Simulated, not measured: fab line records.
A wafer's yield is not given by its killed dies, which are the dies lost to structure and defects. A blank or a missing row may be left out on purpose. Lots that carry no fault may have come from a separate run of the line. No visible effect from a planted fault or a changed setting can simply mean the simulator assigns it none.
Comparing a struck lot with a sound one -- flow n5 finfet -- 36 out of 1938 route steps
Sound: the wafers L410.1, L410.4, L410.5. Wafers L401.1, L401.2, L401.4 were the ones struck. At the end, the cause is stated.
Order at every step that has rows: each side's tool, ch and its chambers, its first start. Under that, the readings that differ: sound wafers -- struck wafers -- difference of the means -- sigmas: that difference in standard deviations of wafers without a fault.
alike: same words and numbers on both sides, and readings whose means sit less than 2 such deviations apart. not compared: any withheld reading, any reading some wafer has no value for, any bound like >300 that may hide the same value, and any number with overlapping values for which the record gives no deviation.
A row with sigmas, a row that says differs or no value, or rows on one side alone: a step with any of these is where the two part. Non-overlapping numbers with no deviation appear without sigmas and do not part them. Lack of a reading on every wafer of one side parts them only where that side has two or more wafers.

first, 9 steps without rows for these wafers: N5_BEOL_M8_ALD_77 (deposits TaN, target thk 2 nm, pulse time 2 s, purge time 3 s); N5_BEOL_M8_SURFACE_TREAT_79; N5_BEOL_M8_CVD_78 (deposits Co from CCTBA/H2, target thk 2 nm, time 142.3 s); N5_BEOL_M8_SPUTTER_48 (material Cu, target thk 10 nm, time 1.667 s); N5_BEOL_M8_ECD_50 (material Cu, target thk 300 nm); N5_BEOL_M8_ANNEAL_51 (time 90 s); N5_BEOL_M8_CMP_52 (polishes, stops on SiCOH lowk, t overpolish 6.9 s, target thk 80 nm); N5_BEOL_M8_PRE_CLEAN_55 (time 15 s); N5_BEOL_M8_DEP_56 (deposits SiCN from 3MS/NH3, target thk 10 nm, time 17.5 s).
N5_BEOL_M9_ILD_DEP_00: deposits SiCOH lowk from DEMS/porogen, target thk 308.51 nm, time 58 s.
  sound on pecvd-03 ch 0,2, day 15 04:40; struck on pecvd-02 ch 0,1, day 12 12:46
reading,sound,struck,difference,sigmas
susceptor temp C (C),299.50 299.83 299.84,295.13 295.55 295.42,-4.36,-21
  alike: heater power w, showerhead plenum p Torr, throttle valve pct
  not compared: model.SiCOH_lowk_of_BEOL_M9_ILD_DEP_00.thk nm
then, 24 steps without rows for these wafers: N5_BEOL_M9_CURE_71 (cures SiCOH lowk, time 240 s); N5_BEOL_M9_PECVD_70 (deposits SiO2 from TEOS/O2, target thk 20 nm, time 22.7 s); N5_BEOL_M9_HM_DEP_02 (deposits TiN, target thk 20 nm); N5_BEOL_M9_COAT_59 (time 60 s, resist thk 100 nm); N5_BEOL_M9_COAT_60 (time 60 s, resist thk 30 nm); N5_BEOL_M9_COAT_05 (resist thk 90 nm); N5_BEOL_M9_EBR_07; N5_BEOL_M9_SOFTBAKE_06 (time 60 s); N5_BEOL_M9_EXPOSE_08 (exposes mask M9); N5_BEOL_M9_PEB_09 (peb time 60 s); N5_BEOL_M9_DEVELOP_10 (develop time 30 s); N5_BEOL_M9_DESCUM_16 (chemistry O2, time 7.9 s); N5_BEOL_M9_ETCH_61 (etches SiARC in CF4, target depth 39 nm, time 65 s); N5_BEOL_M9_ETCH_62 (etches SOC in N2/H2, target depth 110 nm, overetch 22 nm, time 165 s); N5_BEOL_M9_STRIP_68 (strips in N2/H2); N5_BEOL_M9_STRIP_67 (strips in CF4); N5_BEOL_M9_HM_OPEN_17 (chemistry Cl2/BCl3, target TiN, target depth 20 nm, overetch 6 nm); N5_BEOL_M9_STRIP_19 (strips in O2); N5_BEOL_M9_COAT_63 (time 60 s, resist thk 60 nm); N5_BEOL_M9_COAT_64 (time 60 s, resist thk 12 nm); N5_BEOL_M9_COAT_75 (time 60 s, resist thk 5 nm); N5_BEOL_M9_COAT_22 (resist thk 30 nm); N5_BEOL_M9_EBR_24; N5_BEOL_M9_SOFTBAKE_23 (time 60 s).
N5_BEOL_M9_CMP_52: polishes, stops on SiCOH lowk, t overpolish 7 s, target thk 140 nm.
  sound on cmp-01 ch 0,2,3, day 15 11:40; struck on cmp-02 ch 0,1,2, day 12 19:05
  alike: barrier field endpoint s, motor current A, overpolish run s, slurry filter dp kPa, time to endpoint s
  not compared: model.SiCOH_lowk_of_BEOL_M9_ILD_DEP_00.thk nm
-- here the record skips 2 days between the struck wafers' starts before and after, leaving off in module BEOL_M9 and picking up in module PASSIVATION (first step shown: number 1936 of the route) --
N5_PASSIVATION_PROBE_49:
  sound: prober-02 at day 18 05:15; struck: prober-02 at day 15 00:26
  alike: defect limited yield, killed_at_M0_to_M3, killed_at_M4_up, killed at contacts, killed at front end, killed at other, killed dies, killed on rim, killed open, killed short, sort_bin_5_function, sort_bin_6_memory, sort n pass, sort yield pct

== WHERE THEY PART ==
Only at N5_BEOL_M9_ILD_DEP_00, within this record. Later steps at which nothing parts them and some readings are alike: N5_BEOL_M9_CMP_52, N5_PASSIVATION_PROBE_49.

WHY: what had been put in by the simulator
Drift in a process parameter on pecvd-02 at N5_BEOL_M9_ILD_DEP_00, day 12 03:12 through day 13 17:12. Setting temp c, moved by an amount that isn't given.
